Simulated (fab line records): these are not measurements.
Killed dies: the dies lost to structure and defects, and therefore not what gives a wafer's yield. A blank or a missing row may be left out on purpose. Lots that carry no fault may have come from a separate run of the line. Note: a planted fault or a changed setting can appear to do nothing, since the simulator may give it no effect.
fab line records	flow nand_harc
[record] lots = 13	wafers = 37	last_day = 24
route steps=1159 shown P_BONDPAD@369 A_ONON_D1@426 END@1159
lots that met no fault: taken from a fault-free run of the same line
start_h: the number of hours between the record's first day and the start of the first shown wafer of the lot	wait_h: time in hours since the lot's previous step	" same as the row above	L1.1+2: one row covering several wafers at once	- no value, or no start given	* or withheld: withheld	< > ~ a bound
route shown NAME@n: a module of which the file shows steps, and the number in the route of the first	usual: average and standard deviation across the fault-free wafers	same: alike in all rows	chamber/n: place in a boat	sites: per-site readings	_std_site: the values' standard deviation	_edge_site: mean of outer sites minus mean of inner sites	radius_mm: for every site, how far away it sits from the centre of the wafer	mask NAME#n: copy n	behind: the most recent tool/chamber to have shaped the wafer	hold: the reason the lot was held/the length of the hold in hours/how it ended	device: whichever transistor did not switch (one of n, p or np)	end of line: the tests these same wafers got at the end of their route	where a step has no rows: the recipe by itself	killed: not the wafer's yield, but the dies lost to structure and defects at the first sort	map: shows each die of a wafer: x if killed, . if not, _ if none is there
set.NAME: the setting as run; set.NAME@STEP: as run at that earlier step	model.NAME: the simulator's own value behind a step, which no gauge read
the route's steps for a sample of lots (tables are steps, rows are wafers)
services: a tool's chamber out of use, with start hour (start_h, from the record's first day; less than 0 if before it), hours out, and reason
[[steps]]
[step NHARC_P_BONDPAD_ETCH_12]
[recipe] target_depth_a = 2000	time_s = 100	chf3_flow_sccm = 50	o2_flow_sccm = 10	ar_flow_sccm = 200	rf_w = 500	bias_w = 200	chemistry = CHF3/O2
[usual] drypump_motor_current_A = 5.7/0.56	oes_product_au = 0.951/0.021	rf_vpp_V = 372.5/1.3	showerhead_plenum_p_Torr = 2.49/0.052	throttle_valve_pct = 20.571/0.0091
lot.wafer	tool	chamber	start_h	wait_h	drypump_motor_current_A	oes_product_au	rf_hours_counter_h	rf_vpp_V	showerhead_plenum_p_Torr	throttle_valve_pct
L436.1	rie_diel-04	3	-	-	6.2	0.969	1	372.8	2.51	20.576
L436.3	"	0	"	"	4.9	0.963	1	372.0	2.45	20.576
L436.2	"	2	"	"	5.7	0.966	1	372.6	2.55	20.576
L439.3	rie_diel-04	3	-	-	6.2	0.969	4	372.0	2.51	20.574
L439.2	"	0	"	"	4.9	0.951	4	370.1	2.45	20.583
L439.5	"	0	"	"	4.8	0.965	-	371.0	2.45	20.562
L440.2	rie_diel-04	3	-	-	6.2	0.931	5	374.1	2.51	20.576
L440.4	"	0	"	"	4.8	0.923	5	371.9	2.45	20.577
L440.5	"	3	"	"	6.2	0.934	-	373.4	2.51	20.573
L441.2	rie_diel-04	0	-	-	4.8	0.927	5	372.3	2.45	20.559
L441.5	"	3	"	"	6.2	0.929	-	372.2	2.51	20.582
L441.6	"	0	"	"	4.8	0.927	-	372.7	2.45	20.566
L442.2	rie_diel-04	3	-	-	6.2	0.929	5	373.5	2.51	20.585
L442.4	"	0	"	"	4.9	0.918	5	372.6	2.45	20.565
L442.1	"	1	"	"	5.9	0.996	1	373.5	2.52	20.561
L443.3	rie_diel-04	0	-	-	4.8	0.923	6	371.4	2.45	20.562
L443.6	"	2	"	"	5.6	0.927	-	373.9	2.55	20.560
L443.5	"	3	"	"	6.2	0.919	-	372.7	2.51	20.559
L445.1	rie_diel-04	1	-	-	5.9	0.934	3	373.4	2.52	20.569
L445.6	"	0	"	"	4.8	0.923	-	371.5	2.45	20.558
L445.5	"	1	"	"	5.9	0.935	-	372.6	2.52	20.562
L446.4	rie_diel-04	2	-	-	5.6	0.939	8	373.3	2.55	20.586
L446.5	"	3	"	"	6.2	0.939	-	371.5	2.51	20.600
L446.6	"	0	"	"	4.9	0.931	-	371.8	2.45	20.562
L451.3	rie_diel-07	2	-	-	6.2	0.960	62	368.8	2.36	20.585
L451.2	"	3	"	"	5.1	0.962	64	372.0	2.42	20.575
L454.1	rie_diel-03	0	-	-	5.6	0.985	3	371.5	2.51	20.561
L454.2	"	2	"	"	5.6	0.954	5	373.2	2.53	20.566
L456.4	rie_diel-04	1	-	-	5.9	0.991	10	373.9	2.52	20.568
L456.2	"	3	"	"	6.2	0.961	15	371.8	2.50	20.577
L456.3	"	0	"	"	4.9	0.985	14	370.8	2.45	20.577
L458.1	rie_diel-07	3	-	-	5.1	0.951	9	371.9	2.42	20.572
L458.5	"	2	"	"	6.1	0.968	-	369.9	2.35	20.576
L458.6	"	3	"	"	5.1	0.938	-	370.8	2.42	20.566
L459.1	rie_diel-04	2	-	-	5.6	0.942	16	374.1	2.55	20.573
L459.3	"	0	"	"	4.8	0.920	15	371.2	2.45	20.582
L459.2	"	1	"	"	5.9	0.926	12	373.0	2.52	20.561
[step NHARC_P_BONDPAD_CD_MEAS_13]
[usual] cd_nm = 499.6/1.8
lot.wafer	tool	chamber	start_h	wait_h	cd_nm
L436.1	cd_sem-01	-	132.40	-	500.7
L436.2	"	-	"	"	498.8
L436.3	"	-	"	"	498.6
L439.2	cd_sem-02	-	144.66	-	498.5
L439.3	"	-	"	"	500.9
L439.5	"	-	"	"	499.2
L440.2	cd_sem-03	-	157.55	-	500.4
L440.4	"	-	"	"	500.2
L440.5	"	-	"	"	497.0
L441.2	cd_sem-01	-	158.57	-	501.0
L441.5	"	-	"	"	501.0
L441.6	"	-	"	"	497.4
L442.1	cd_sem-02	-	159.40	-	497.7
L442.2	"	-	"	"	497.8
L442.4	"	-	"	"	499.9
L443.3	cd_sem-02	-	167.53	-	497.3
L443.5	"	-	"	"	497.0
L443.6	"	-	"	"	498.3
L445.1	cd_sem-03	-	182.49	-	498.2
L445.5	"	-	"	"	500.8
L445.6	"	-	"	"	501.3
L446.4	cd_sem-03	-	192.96	-	499.1
L446.5	"	-	"	"	500.5
L446.6	"	-	"	"	500.3
L451.2	cd_sem-03	-	228.18	-	496.4
L451.3	"	-	"	"	498.5
L454.1	cd_sem-02	-	235.02	-	501.3
L454.2	"	-	"	"	502.5
L456.2	cd_sem-02	-	249.30	-	501.2
L456.3	"	-	"	"	501.2
L456.4	"	-	"	"	502.0
L458.1	cd_sem-01	-	260.68	-	496.5
L458.5	"	-	"	"	499.2
L458.6	"	-	"	"	497.9
L459.1	cd_sem-03	-	265.94	-	498.4
L459.2	"	-	"	"	498.7
L459.3	"	-	"	"	500.4
[step NHARC_P_BONDPAD_THK_MEAS_20]
[recipe] thk_meas_gauge = xrf
[usual] thk_nm = 161.4/1.6
lot.wafer	tool	chamber	start_h	wait_h	thk_nm
L436.1	film_metro-01	-	134.53	-	161.4
L436.2	"	-	"	"	161.9
L436.3	"	-	"	"	163.6
L439.2	film_metro-01	-	146.80	-	160.4
L439.3	"	-	"	"	163.5
L439.5	"	-	"	"	163.1
L440.2	film_metro-02	-	159.65	-	161.8
L440.4	"	-	"	"	163.1
L440.5	"	-	"	"	159.5
L441.2	film_metro-02	-	160.64	-	161.1
L441.5	"	-	"	"	164.8
L441.6	"	-	"	"	160.7
L442.1	film_metro-02	-	161.44	-	163.3
L442.2	"	-	"	"	161.3
L442.4	"	-	"	"	161.3
L443.3	film_metro-01	-	169.74	-	161.5
L443.5	"	-	"	"	162.7
L443.6	"	-	"	"	163.3
L445.1	film_metro-01	-	184.52	-	162.7
L445.5	"	-	"	"	162.3
L445.6	"	-	"	"	161.4
L446.4	film_metro-01	-	195.11	-	160.1
L446.5	"	-	"	"	162.3
L446.6	"	-	"	"	161.4
L451.2	film_metro-01	-	230.23	-	161.1
L451.3	"	-	"	"	161.0
L454.1	film_metro-02	-	237.11	-	161.5
L454.2	"	-	"	"	163.8
L456.2	film_metro-01	-	251.34	-	160.7
L456.3	"	-	"	"	162.1
L456.4	"	-	"	"	159.3
L458.1	film_metro-01	-	262.71	-	162.2
L458.5	"	-	"	"	160.2
L458.6	"	-	"	"	159.5
L459.1	film_metro-02	-	267.97	-	163.1
L459.2	"	-	"	"	162.6
L459.3	"	-	"	"	163.3
[step NHARC_A_ONON_D1_DEP_03]
[recipe] target_thk_a = 10000	n2_flow_sccm = 2750	n2o_flow_sccm = 2000	nh3_flow_sccm = 500	sih4_flow_sccm = 210	temp_c = 400
[usual] n2_flow_sccm = 2752/8	n2o_flow_sccm = 2001/5.7
lot.wafer	tool	chamber	start_h	wait_h	n2_flow_sccm	n2o_flow_sccm
L436.1	pecvd_onon-02	0	159.01	0.1	2749	1989
L436.2	"	0	"	"	2742	1999
L436.3	"	0	"	"	2749	1992
L439.2	pecvd_onon-01	0	169.71	0.2	2764	1996
L439.3	"	0	"	"	2757	2000
L439.5	"	0	"	"	2766	2002
L442.1	pecvd_onon-02	0	185.85	0.1	2764	2000
L442.2	"	0	"	"	2745	1999
L442.4	"	0	"	"	2754	2009
L441.2	pecvd_onon-01	0	185.92	0.1	2760	2001
L441.5	"	0	"	"	2760	2011
L441.6	"	0	"	"	2766	2004
L440.2	pecvd_onon-03	0	185.97	0.1	2761	2004
L440.4	"	0	"	"	2761	1999
L440.5	"	0	"	"	2760	2008
L443.3	pecvd_onon-01	0	194.29	0.2	2757	1994
L443.5	"	0	"	"	2765	1993
L443.6	"	0	"	"	2757	1995
L445.1	pecvd_onon-03	0	210.74	0.1	2753	2002
L445.5	"	0	"	"	2758	2005
L445.6	"	0	"	"	2760	2006
L446.4	pecvd_onon-02	0	224.15	0.2	2742	2009
L446.5	"	0	"	"	2745	2003
L446.6	"	0	"	"	2749	2002
L451.2	pecvd_onon-03	0	252.35	0.1	2761	2004
L451.3	"	0	"	"	2750	1998
L454.1	pecvd_onon-03	0	259.48	0.1	2757	2001
L454.2	"	0	"	"	2773	1996
L456.2	pecvd_onon-02	0	275.90	0.1	2754	1994
L456.3	"	0	"	"	2741	1984
L456.4	"	0	"	"	2752	2001
L458.1	pecvd_onon-02	0	286.28	0.1	2752	2006
L458.5	"	0	"	"	2742	2008
L458.6	"	0	"	"	2752	2012
L459.1	pecvd_onon-01	0	292.34	0.1	2749	1996
L459.2	"	0	"	"	2739	1994
L459.3	"	0	"	"	2741	2002
[step NHARC_A_ONON_D1_THK_MEAS_05]
[recipe] thk_meas_gauge = ellipsometry
[usual] thk_nm = 1003/10
lot.wafer	tool	chamber	start_h	wait_h	thk_nm
L436.1	film_metro-01	-	159.53	-	995
L436.2	"	-	"	"	998
L436.3	"	-	"	"	997
L439.2	film_metro-02	-	170.16	-	996
L439.3	"	-	"	"	996
L439.5	"	-	"	"	996
L442.1	film_metro-02	-	186.36	-	1005
L442.2	"	-	"	"	1005
L442.4	"	-	"	"	1005
L441.2	film_metro-01	-	186.37	-	1014
L441.5	"	-	"	"	1013
L441.6	"	-	"	"	1014
L440.2	film_metro-02	-	186.43	-	1009
L440.4	"	-	"	"	1010
L440.5	"	-	"	"	1010
L443.3	film_metro-02	-	194.68	-	993
L443.5	"	-	"	"	993
L443.6	"	-	"	"	994
L445.1	film_metro-01	-	211.26	-	1018
L445.5	"	-	"	"	1019
L445.6	"	-	"	"	1016
L446.4	film_metro-02	-	224.51	-	1011
L446.5	"	-	"	"	1010
L446.6	"	-	"	"	1011
L451.2	film_metro-02	-	252.80	-	1402
L451.3	"	-	"	"	1400
L454.1	film_metro-02	-	259.99	-	998
L454.2	"	-	"	"	1410
L456.2	film_metro-01	-	276.35	-	1023
L456.3	"	-	"	"	1023
L456.4	"	-	"	"	1024
L458.1	film_metro-01	-	286.81	-	1014
L458.5	"	-	"	"	1014
L458.6	"	-	"	"	1012
L459.1	film_metro-02	-	292.85	-	983
L459.2	"	-	"	"	984
L459.3	"	-	"	"	983
[step NHARC_END_SORT_01]
[recipe] temp_c = 25
[usual] killed_at_array = 26/10	killed_at_other = 0.5/0.87	killed_at_periphery = 3.0/2.5	killed_dies = 29/11	killed_open = 3.3/1.9	killed_short = 1.8/1.5
[same] gross_dies = 677
lot.wafer	tool	chamber	start_h	wait_h	killed_at_array	killed_at_other	killed_at_periphery	killed_dies	killed_open	killed_short
L451.2	prober-01	0	535.03	2.8	673	1	3	677	3	3
L451.3	prober-01	0	535.84	3.1	673	1	3	677	1	2
L454.1	prober-02	0	541.95	2.5	34	0	4	38	5	0
L454.2	prober-02	0	542.75	2.8	672	0	5	677	9	5
// killed by level:class
L451.2 A_ONON_D1:area_dep=653 A_SLIT:chamber_film_flake=10 A_CHANNEL_HOLE_D1:chamber_film_flake=4 A_CONTACT:chamber_film_flake=3 P_CONTACT:geometric_particle:open=2 P_M0:geometric_particle:short=1 A_CHANNEL_FILL_D1:geometric_particle:short=1 A_BLC:geometric_particle:open=1
L451.3 A_ONON_D1:area_dep=646 A_SLIT:chamber_film_flake=17 A_CHANNEL_HOLE_D1:chamber_film_flake=5 A_STAIRCASE:chamber_film_flake=3 P_STI:geometric_particle:short=1 P_CONTACT:geometric_particle:short=1 A_CONTACT:geometric_particle:open=1 P_M0:chamber_film_flake=1
L454.1 A_SLIT:chamber_film_flake=18 A_CONTACT:chamber_film_flake=4 P_GATE:chamber_film_flake=3 A_CHANNEL_HOLE_D1:chamber_film_flake=3 A_SGD_CUT:geometric_particle:open=2 A_CONTACT:geometric_particle:open=2 A_STAIRCASE:chamber_film_flake=2 A_WL_FILL:chamber_film_flake=2
L454.2 A_ONON_D1:area_dep=641 A_SLIT:chamber_film_flake=10 A_CONTACT:geometric_particle:open=4 A_CHANNEL_HOLE_D1:chamber_film_flake=4 A_CONTACT:chamber_film_flake=4 P_M0:geometric_particle:open=2 A_M0:geometric_particle:short=2 P_GATE:chamber_film_flake=2
[[services]]
tool	chamber	start_h	hours	kind
pecvd_onon-02	-	111.23	13.0	pm
rie_diel-04	-	111.92	9.0	pm
rie_diel-04	0	111.92	9.0	vent_cycle
rie_diel-04	1	111.92	9.0	vent_cycle
rie_diel-04	2	111.92	9.0	vent_cycle
rie_diel-04	3	111.92	9.0	vent_cycle
pecvd_onon-02	-	124.44	6.3	repair
rie_diel-03	2	125.38	6.1	repair
rie_diel-03	-	129.29	0.2	repair
rie_diel-04	1	129.67	19.8	repair
rie_diel-03	0	140.09	5.1	repair
pecvd_onon-03	-	153.20	13.0	pm
pecvd_onon-01	-	163.94	0.7	repair
rie_diel-03	2	175.48	10.4	repair
pecvd_onon-01	-	195.05	13.0	pm
rie_diel-03	-	215.46	9.0	pm
rie_diel-07	2	220.26	4.4	repair
rie_diel-07	-	228.35	9.0	pm
pecvd_onon-01	-	247.07	1.1	repair
rie_diel-03	0	269.25	10.1	repair
rie_diel-03	-	281.47	2.5	repair
rie_diel-03	2	288.86	36.9	repair
rie_diel-04	-	288.99	9.0	pm
pecvd_onon-02	-	292.23	13.0	pm
[[key]]
[first_sign] step = NHARC_A_ONON_D1_THK_MEAS_05	reading = thk_nm	direction = up	sigmas = 39	usual = 1003	struck = 1404
[effect] step = NHARC_END_SORT_01	reading = killed_at_array	direction = up	sigmas = 65	usual = 26	struck = 673
[more_kills_born_at] NHARC_A_ONON_D1_DEP_03@pecvd_onon-03 = 1940
met_at NHARC_A_ONON_D1_DEP_03
struck_lots L451,L454
struck_wafers L451.2,L451.3,L454.2
later_rows_left_out L451.2,L451.3,L454.2
tester_left_out L451,L454
not_acting_at NHARC_P_BONDPAD_ETCH_12,NHARC_P_BONDPAD_CD_MEAS_13,NHARC_P_BONDPAD_THK_MEAS_20
onset_between 210.74 252.35
[fault] kind = process_parameter_drift	tool = pecvd_onon-03	chamber = -	onset_h = 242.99	steps = NHARC_A_ONON_D1_DEP_03	channel = target_thk_a	offset = *	shape = step	end_h = 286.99	scope = struck_wafers_only	acts_in = *	stated = *
// tester_left_out: of these lots the tester's yield and bins aren't shown, on N5 and GAA mostly nor the transistor test; their killed dies are dies lost to structure and defects alone, not to doping, threshold or leakage, so they don't give the yield
// later_rows_left_out: the simulator's readings of these wafers behind a module that went badly wrong aren't trusted and aren't shown, but for the sort
